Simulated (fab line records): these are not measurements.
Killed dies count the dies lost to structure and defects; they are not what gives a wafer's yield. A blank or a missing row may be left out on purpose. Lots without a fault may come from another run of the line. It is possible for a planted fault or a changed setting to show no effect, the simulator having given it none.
Chamber matching || flow nand harc || NHARC_A_STAIRCASE_TRIM_12 on rie diel-12 has 4 sister chambers
The step chemistry O2, time 211.2 s. 4 wafers are shown with their chamber, then 9 later ones without.

## WAFERS, EACH WITH ITS CHAMBER
{"wafer": "L085.6", "chamber": 3, "showerhead plenum p Torr (Torr)": 3.59}
{"wafer": "L093.1", "chamber": 0, "showerhead plenum p Torr (Torr)": 3.60}
{"wafer": "L093.2", "chamber": 2, "showerhead plenum p Torr (Torr)": 3.69}
{"wafer": "L093.3", "chamber": 1, "showerhead plenum p Torr (Torr)": 3.39}

## WAFERS WITHOUT THEIR CHAMBER
{"wafer": "L094.1", "showerhead plenum p Torr (Torr)": 3.39}
{"wafer": "L094.2", "showerhead plenum p Torr (Torr)": 3.60}
{"wafer": "L094.3", "showerhead plenum p Torr (Torr)": 3.58}
{"wafer": "L095.3", "showerhead plenum p Torr (Torr)": 3.68}
{"wafer": "L095.4", "showerhead plenum p Torr (Torr)": 3.58}
{"wafer": "L095.6", "showerhead plenum p Torr (Torr)": 3.58}
{"wafer": "L097.1", "showerhead plenum p Torr (Torr)": 3.59}
{"wafer": "L097.4", "showerhead plenum p Torr (Torr)": 3.58}
{"wafer": "L097.5", "showerhead plenum p Torr (Torr)": 3.39}

## WHICH CHAMBER EACH ONE RAN IN
{"wafer": "L094.1", "from the rows above": 1, "in truth": 1}
{"wafer": "L094.2", "from the rows above": "can't be placed: 0 or 3", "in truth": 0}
{"wafer": "L094.3", "from the rows above": "can't be placed: 3 or 0", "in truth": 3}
{"wafer": "L095.3", "from the rows above": 2, "in truth": 2}
{"wafer": "L095.4", "from the rows above": "can't be placed: 3 or 0", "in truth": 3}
{"wafer": "L095.6", "from the rows above": "can't be placed: 3 or 0", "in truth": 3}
{"wafer": "L097.1", "from the rows above": "can't be placed: 3 or 0", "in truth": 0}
{"wafer": "L097.4", "from the rows above": "can't be placed: 3 or 0", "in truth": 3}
{"wafer": "L097.5", "from the rows above": 1, "in truth": 1}
Correct placement for 3 of the 9. These rows do not allow placing 6 (true chamber among the candidates in 6). Number placed wrongly: 0.
How it was worked out, from the rows above alone: a wafer's distance from a chamber is the root of the sum, over the readings, of the square of ((its reading less the chamber's mean) divided by the reading's scatter). The wafer belongs to the nearest chamber; if the next one is less than 2 further off, it can't be placed. Each chamber's mean is taken over the wafers shown for it. The scatter: root of mean squared gap, hidden wafer to nearest shown wafer, with one shown wafer a chamber.
